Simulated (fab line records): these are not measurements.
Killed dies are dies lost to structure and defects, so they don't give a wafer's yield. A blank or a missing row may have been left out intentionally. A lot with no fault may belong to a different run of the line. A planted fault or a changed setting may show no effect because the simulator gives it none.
fab line records ; flow n5_finfet
record lots=7; wafers=21; last_day=17
route steps=1938 shown BEOL_M10@1488
lots untouched by any fault: they come from a run of this same line in which no faults occurred
start_h: hours from the record's first day to the start of the lot's first wafer shown ; wait_h: hours from the lot's prior step to this one ; " repeats the value in the row above ; L1.1+2: a row that stands for several wafers ; - either no value or no given start ; * or withheld: withheld ; < > ~ a bound
route shown NAME@n: NAME is a module with steps in the file, n the number in the route of the first one ; usual: the fault-free wafers' mean and standard deviation ; same: alike in all rows ; chamber/n: place in a boat ; sites: each site's reading ; _std_site: standard deviation of those values ; _edge_site: mean of outer sites minus mean of inner sites ; radius_mm: how far each site lies from the wafer's centre ; mask NAME#n: copy n ; behind: the tool/chamber that last shaped the wafer ; hold: the reason the lot was held/the length of the hold in hours/how it ended ; device: the transistor (n, p or np) that didn't switch ; end of line: the same wafers' tests at the end of the route ; where a step has no rows: the recipe by itself ; killed: dies lost to structure and defects at the first sort, not the wafer's yield ; map: a wafer's dies, marking killed ones x, the rest . and places with no die _
set.NAME: the setting that was run; set.NAME@STEP: the one run at that earlier step ; model.NAME: the simulator's own value behind a step, which no gauge read
certain route steps with their lots: each step a table, each wafer a row
services: the hour from which a tool's chamber was out of use, counted from the record's first day as start_h (under 0 if before that day), plus the number of hours and why
## steps
# step N5_BEOL_M10_ETCH_62
# recipe chemistry=N2/H2; target=SOC; target_depth_a=1100; overetch_a=220; mask_material=SiARC; temp_c=40; time_s=165; ion_energy_ev=200; pressure_mtorr=30; source_w=840; bias_w=150; n2_flow_sccm=200; h2_flow_sccm=200
# usual drypump_motor_current_A=5.9/0.43; oes_product_au=0.68/0.067; rf_vpp_V=523.5/2.2; showerhead_plenum_p_Torr=2.53/0.081; throttle_valve_pct=17.74/0.25
lot.wafer;tool;chamber;start_h;wait_h;drypump_motor_current_A;oes_product_au;rf_hours_counter_h;rf_vpp_V;showerhead_plenum_p_Torr;throttle_valve_pct
L176.2;rie_diel-04;3;225.40;0.0;6.2;0.65;120;521.9;2.45;17.42
L176.3;rie_diel-04;0;225.40;0.0;5.6;0.67;110;521.0;2.45;18.12
L176.4;rie_diel-04;2;225.40;0.0;5.0;0.59;-;520.3;2.41;17.62
L179.3;rie_diel-03;3;244.85;0.0;5.2;0.83;1;525.7;2.61;17.70
L179.5;rie_diel-03;2;244.85;0.0;6.0;0.64;-;524.2;2.54;17.57
L179.6;rie_diel-03;0;244.85;0.0;6.1;0.73;-;521.3;2.48;17.62
L191.1;rie_diel-03;2;333.84;0.0;6.0;0.61;170;523.6;2.53;17.61
L191.3;rie_diel-03;1;333.84;0.0;5.8;0.78;17;522.4;2.48;17.68
L191.5;rie_diel-03;1;333.84;0.0;5.9;0.78;-;522.9;2.49;17.67
L193.2;rie_diel-01;2;344.79;0.0;6.4;0.61;210;522.4;2.51;18.32
L193.4;rie_diel-01;1;344.79;0.0;6.0;0.66;145;524.0;2.54;17.98
L193.6;rie_diel-01;1;344.79;0.0;6.0;0.66;-;524.4;2.54;17.97
L194.2;rie_diel-03;1;344.99;0.0;5.8;0.78;21;522.5;2.48;17.68
L194.4;rie_diel-03;2;344.99;0.0;6.0;0.61;174;524.7;2.53;17.63
L194.6;rie_diel-03;0;344.99;0.0;6.1;0.69;-;521.1;2.47;17.67
L197.3;rie_diel-04;1;359.28;0.0;5.6;0.74;45;524.4;2.59;17.60
L197.5;rie_diel-04;0;359.28;0.0;5.7;0.63;-;521.5;2.43;18.22
L197.6;rie_diel-04;3;359.28;0.0;6.3;0.61;-;521.3;2.43;17.53
L196.1;rie_diel-03;0;361.82;0.0;6.1;0.68;97;522.6;2.47;17.68
L196.3;rie_diel-03;1;361.82;0.0;5.8;0.76;27;523.2;2.48;17.68
L196.5;rie_diel-03;1;361.82;0.0;5.8;0.76;-;524.2;2.48;17.68
# step N5_BEOL_M10_STRIP_68
# recipe chemistry=N2/H2; temp_c=40; n2_flow_sccm=200; h2_flow_sccm=200; rf_frequency_hz=6e+07
# step N5_BEOL_M10_STRIP_67
# recipe chemistry=CF4; resist=SiARC; power_w=300; bias_power_w=75; pressure_mtorr=50; cf4_flow_sccm=150; rf_frequency_hz=6e+07
# usual drypump_motor_current_A=5.9/0.43; oes_product_au=0.80/0.079; rf_vpp_V=270.9/1.6; showerhead_plenum_p_Torr=1.78/0.052; throttle_valve_pct=13.52/0.24
lot.wafer;tool;chamber;start_h;wait_h;drypump_motor_current_A;oes_product_au;rf_hours_counter_h;rf_vpp_V;showerhead_plenum_p_Torr;throttle_valve_pct
L176.2;rie_diel-04;3;225.55;0.0;6.2;0.77;120;270.6;1.73;13.28
L176.3;rie_diel-04;0;225.55;0.0;5.7;0.80;110;270.3;1.73;13.79
L176.4;rie_diel-04;2;225.55;0.0;4.9;0.70;-;268.4;1.71;13.47
L179.3;rie_diel-03;3;245.00;0.0;5.2;0.97;1;272.4;1.84;13.37
L179.5;rie_diel-03;2;245.00;0.0;6.0;0.76;-;271.1;1.80;13.50
L179.6;rie_diel-03;0;245.00;0.0;6.1;0.85;-;271.0;1.75;13.32
L191.1;rie_diel-03;2;333.98;0.0;6.0;0.73;170;270.8;1.79;13.58
L191.3;rie_diel-03;1;333.98;0.0;5.9;0.93;17;270.0;1.76;13.39
L191.5;rie_diel-03;1;333.98;0.0;5.8;0.92;-;270.3;1.76;13.41
L193.2;rie_diel-01;2;344.94;0.0;6.4;0.71;210;269.2;1.78;14.12
L193.4;rie_diel-01;1;344.94;0.0;6.0;0.78;145;270.8;1.80;13.72
L193.6;rie_diel-01;1;344.94;0.0;6.0;0.78;-;270.4;1.80;13.71
L194.2;rie_diel-03;1;345.13;0.0;5.8;0.92;21;269.2;1.76;13.41
L194.4;rie_diel-03;2;345.13;0.0;6.0;0.72;174;270.9;1.79;13.58
L194.6;rie_diel-03;0;345.13;0.0;6.1;0.81;-;270.2;1.74;13.40
L197.3;rie_diel-04;1;359.43;0.0;5.6;0.87;45;271.3;1.81;13.27
L197.5;rie_diel-04;0;359.43;0.0;5.7;0.75;-;268.2;1.72;13.92
L197.6;rie_diel-04;3;359.43;0.0;6.3;0.73;-;271.1;1.71;13.41
L196.1;rie_diel-03;0;361.97;0.0;6.1;0.80;97;268.9;1.74;13.40
L196.3;rie_diel-03;1;361.97;0.0;5.8;0.90;27;271.5;1.76;13.44
L196.5;rie_diel-03;1;361.97;0.0;5.8;0.91;-;270.0;1.76;13.44
# step N5_BEOL_M10_HM_OPEN_17
# recipe chemistry=Cl2/BCl3; target_depth_a=200; overetch_a=60; target=TiN; mask_material=SOC; ion_energy_ev=150; pressure_mtorr=10; icp_w=1000; bias_w=126; Cl2_flow_sccm=53.25; bcl3_flow_sccm=21.75; Ar_flow_sccm=25
# usual bcl3_flow_sccm=21.75/0.065; drypump_motor_current_A=5.8/0.5; oes_product_au=0.64/0.083; throttle_valve_pct=22.15/0.097
lot.wafer;tool;chamber;start_h;wait_h;bcl3_flow_sccm;drypump_motor_current_A;oes_product_au;rf_hours_counter_h;throttle_valve_pct
L176.2;rie_metal-01;1;225.59;0.0;21.81;5.8;0.56;93;22.24
L176.3;rie_metal-01;1;225.59;0.0;21.75;5.9;0.56;-;22.26
L176.4;rie_metal-01;0;225.59;0.0;21.81;5.3;0.70;-;22.21
L179.3;rie_metal-03;0;245.07;0.1;21.78;6.4;0.83;-;22.01
L179.5;rie_metal-03;0;245.07;0.1;21.73;6.3;0.83;-;22.02
L179.6;rie_metal-03;1;245.07;0.1;21.78;5.0;0.55;-;22.24
L191.1;rie_metal-02;0;334.02;0.0;21.69;6.6;0.62;53;22.10
L191.3;rie_metal-02;1;334.02;0.0;21.78;6.1;0.58;-;22.04
L191.5;rie_metal-02;0;334.02;0.0;21.70;6.5;0.62;-;22.11
L193.2;rie_metal-01;0;345.00;0.1;21.74;5.3;0.67;32;22.24
L193.4;rie_metal-01;1;345.00;0.1;21.76;5.8;0.55;-;22.28
L193.6;rie_metal-01;0;345.00;0.1;21.73;5.3;0.67;-;22.24
L194.2;rie_metal-03;1;345.17;0.0;21.67;5.0;0.84;0;22.02
L194.4;rie_metal-03;1;345.17;0.0;21.74;5.0;0.84;-;22.04
L194.6;rie_metal-03;1;345.17;0.0;21.63;5.0;0.85;-;22.01
L197.3;rie_metal-03;1;359.50;0.1;21.73;4.9;0.82;-;22.03
L197.5;rie_metal-03;0;359.50;0.1;21.83;6.3;0.76;-;22.04
L197.6;rie_metal-03;1;359.50;0.1;21.65;5.0;0.81;-;22.04
L196.1;rie_metal-01;0;362.01;0.0;21.77;5.3;0.66;34;22.25
L196.3;rie_metal-01;0;362.01;0.0;21.69;5.3;0.66;-;22.23
L196.5;rie_metal-01;0;362.01;0.0;21.74;5.3;0.67;-;22.22
# step N5_BEOL_M10_STRIP_19
# recipe chemistry=O2; power_w=400; temp_c=40; pressure_mtorr=30; rf_frequency_hz=6e+07; bias_power_w=0; overash_fraction=0.2; o2_flow_sccm=225
# usual drypump_motor_current_A=5.8/0.38; oes_product_au=0.80/0.089; rf_vpp_V=3.6/0.59; showerhead_plenum_p_Torr=2.08/0.057; throttle_valve_pct=16.60/0.23
lot.wafer;tool;chamber;start_h;wait_h;drypump_motor_current_A;oes_product_au;rf_hours_counter_h;rf_vpp_V;showerhead_plenum_p_Torr;throttle_valve_pct
L176.2;rie_diel-04;3;225.70;0.1;6.2;0.78;120;3.2;2.02;16.35
L176.3;rie_diel-04;2;225.70;0.1;4.9;0.70;219;3.5;1.99;16.51
L176.4;rie_diel-04;3;225.70;0.1;6.2;0.78;-;4.0;2.02;16.37
L179.3;rie_diel-03;0;245.15;0.1;6.1;0.86;55;2.9;2.05;16.41
L179.5;rie_diel-03;3;245.15;0.1;5.2;0.98;-;3.7;2.14;16.46
L179.6;rie_diel-03;2;245.15;0.1;6.0;0.74;-;4.5;2.10;16.52
L191.1;rie_diel-04;0;334.25;0.2;5.7;0.75;153;3.1;2.01;17.05
L191.3;rie_diel-04;1;334.25;0.2;5.6;0.90;36;3.8;2.14;16.42
L191.5;rie_diel-04;1;334.25;0.2;5.6;0.89;-;3.9;2.14;16.43
L193.2;rie_diel-01;1;345.11;0.1;6.0;0.80;145;3.2;2.09;16.78
L193.4;rie_diel-01;2;345.11;0.1;6.5;0.72;210;2.6;2.08;17.23
L193.6;rie_diel-01;0;345.11;0.1;5.6;0.70;-;4.4;2.07;16.51
L194.2;rie_diel-03;1;345.29;0.1;5.8;0.92;21;2.3;2.05;16.56
L194.4;rie_diel-03;0;345.29;0.1;6.1;0.82;91;4.0;2.03;16.48
L194.6;rie_diel-03;1;345.29;0.1;5.8;0.92;-;3.4;2.05;16.54
L197.3;rie_diel-03;1;359.58;0.1;5.8;0.91;26;4.3;2.05;16.55
L197.5;rie_diel-03;1;359.58;0.1;5.8;0.91;-;2.5;2.05;16.56
L197.6;rie_diel-03;0;359.58;0.1;6.1;0.81;-;2.6;2.03;16.51
L196.1;rie_diel-03;0;362.15;0.1;6.1;0.81;97;3.3;2.03;16.50
L196.3;rie_diel-03;1;362.15;0.1;5.8;0.91;27;4.4;2.05;16.57
L196.5;rie_diel-03;3;362.15;0.1;5.2;0.86;-;3.0;2.13;16.55
# step N5_BEOL_M10_CD_MEAS_18
# recipe pitch_nm=140; target_cd_nm=70
# usual cd_nm=69.8/0.48
lot.wafer;tool;chamber;start_h;wait_h;cd_nm
L176.2;cd_sem-01;-;225.77;0.1;70.1
L176.3;cd_sem-01;-;225.77;0.1;69.6
L176.4;cd_sem-01;-;225.77;0.1;69.5
L179.3;cd_sem-01;-;245.23;0.1;70.4
L179.5;cd_sem-01;-;245.23;0.1;69.6
L179.6;cd_sem-01;-;245.23;0.1;70.6
L191.1;cd_sem-03;-;334.32;0.0;68.9
L191.3;cd_sem-03;-;334.32;0.0;69.7
L191.5;cd_sem-03;-;334.32;0.0;69.8
L193.2;cd_sem-02;-;345.19;0.1;70.3
L193.4;cd_sem-02;-;345.19;0.1;70.2
L193.6;cd_sem-02;-;345.19;0.1;69.3
L194.2;cd_sem-03;-;345.36;0.1;69.5
L194.4;cd_sem-03;-;345.36;0.1;69.6
L194.6;cd_sem-03;-;345.36;0.1;69.8
L197.3;cd_sem-02;-;359.66;0.1;70.0
L197.5;cd_sem-02;-;359.66;0.1;69.8
L197.6;cd_sem-02;-;359.66;0.1;69.8
L196.1;cd_sem-02;-;362.22;0.0;69.8
L196.3;cd_sem-02;-;362.22;0.0;70.6
L196.5;cd_sem-02;-;362.22;0.0;70.7
# step N5_BEOL_M10_COAT_63
# recipe resist=SOC; temp_c=250; time_s=60; spin_rpm=1500; resist_thk_nm=100
# step N5_BEOL_M10_COAT_64
# recipe resist=SiARC; temp_c=220; time_s=60; spin_rpm=1500; resist_thk_nm=30
# step N5_BEOL_M10_COAT_22
# recipe resist=CAR-ArF; spin_rpm=1500; resist_thk_nm=90
# step N5_BEOL_M10_EBR_24
# recipe solvent=PGMEA; ebr_width_mm=1.5
# step N5_BEOL_M10_SOFTBAKE_23
# recipe temp_c=110; time_s=60; resist=CAR-ArF
# step N5_BEOL_M10_EXPOSE_25
# recipe mask_id=V9; na=1.35; source_shape=annular; sigma_inner=0.5; sigma_outer=0.8; polarization=unpolarized; dose_mj=85.5
# step N5_BEOL_M10_PEB_26
# recipe peb_temp_c=withheld; peb_time_s=60; resist=CAR-ArF
# usual chill_plate_temp_C=23.01/0.12; exhaust_pa=44.9/0.92; resist_line_temp_C=22.99/0.099
lot.wafer;tool;chamber;start_h;wait_h;chill_plate_temp_C;exhaust_pa;resist_line_temp_C
L176.2;litho_track-05;0;228.94;0.1;23.11;43.4;22.93
L176.3;litho_track-05;0;228.94;0.1;23.06;44.5;23.22
L176.4;litho_track-05;0;228.94;0.1;23.10;44.4;23.10
L179.3;litho_track-01;0;245.65;0.0;23.02;44.6;22.88
L179.5;litho_track-01;0;245.65;0.0;22.90;44.7;22.95
L179.6;litho_track-01;0;245.65;0.0;22.77;46.2;22.91
L191.1;litho_track-01;-;334.67;0.1;-;-;-
L191.3;litho_track-01;-;334.67;0.1;-;-;-
L191.5;litho_track-01;-;334.67;0.1;-;-;-
L194.2;litho_track-05;-;346.07;0.1;-;-;-
L194.4;litho_track-05;-;346.07;0.1;-;-;-
L194.6;litho_track-05;-;346.07;0.1;-;-;-
L193.2;litho_track-05;-;346.24;0.1;-;-;-
L193.4;litho_track-05;-;346.24;0.1;-;-;-
L193.6;litho_track-05;-;346.24;0.1;-;-;-
L197.3;litho_track-03;0;359.87;0.0;23.04;44.9;23.04
L197.5;litho_track-03;0;359.87;0.0;22.78;45.1;22.99
L197.6;litho_track-03;0;359.87;0.0;22.96;45.1;23.05
L196.1;litho_track-05;0;363.06;0.1;22.85;45.7;23.01
L196.3;litho_track-05;0;363.06;0.1;22.99;44.7;22.94
L196.5;litho_track-05;0;363.06;0.1;23.00;45.7;23.10
# step N5_BEOL_M10_DEVELOP_27
# recipe develop_time_s=30; developer=TMAH; resist=CAR-ArF; rinse_liquid=diw; dry=air_spin; dev_temp_c=23
## services
tool;chamber;start_h;hours;kind
rie_diel-04;1;204.31;-;clean
rie_diel-04;1;204.31;-;consumable_replace:focus_ring
rie_diel-04;1;204.31;27.6;scheduled_down
rie_diel-04;1;204.31;27.6;vent_cycle
rie_diel-01;3;218.62;7.3;repair
rie_diel-03;3;224.41;-;clean
rie_diel-03;3;224.41;-;consumable_replace:focus_ring
rie_diel-03;3;224.41;16.6;scheduled_down
rie_diel-03;3;224.41;16.6;vent_cycle
rie_metal-02;-;234.31;0.4;repair
rie_diel-03;1;241.05;-;clean
rie_diel-03;1;241.05;-;consumable_replace:focus_ring
rie_diel-03;1;241.05;19.3;scheduled_down
rie_diel-03;1;241.05;19.3;vent_cycle
rie_metal-01;0;255.06;3.6;repair
rie_diel-04;0;264.37;1.6;repair
rie_diel-01;0;279.48;7.2;repair
rie_diel-03;-;290.80;2.8;pm
rie_diel-04;1;291.19;8.4;repair
rie_metal-03;-;293.92;3.5;repair
rie_metal-02;1;295.89;2.2;repair
rie_diel-04;2;312.12;-;clean
rie_diel-01;0;329.19;6.6;repair
rie_diel-04;0;362.19;1.7;repair
## key
first_sign step=N5_BEOL_M10_PEB_26; reading=tool_record; direction=missing
effect none on later readings
met_at N5_BEOL_M10_PEB_26
struck_wafers L191.1,L191.3,L191.5,L193.2,L193.4,L193.6,L194.2,L194.4,L194.6
later_rows_left_out L191.1,L191.3,L191.5,L193.2,L193.4,L193.6,L194.2,L194.4,L194.6
sort_left_out L191.1,L191.3,L191.5,L193.2,L193.4,L193.6,L194.2,L194.4,L194.6
onset_between 245.65 334.67
fault kind=skipped_step_whole; tool=litho_track-01,litho_track-05; chamber=-; onset_h=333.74; steps=N5_BEOL_M10_PEB_26; scope=struck_lots_only
# sort_left_out: the simulated sort isn't trusted on such a fault, so these wafers' sort isn't shown, and their yield isn't known
# later_rows_left_out: the simulator's readings of these wafers behind a module that went badly wrong aren't trusted and aren't shown, but for the sort
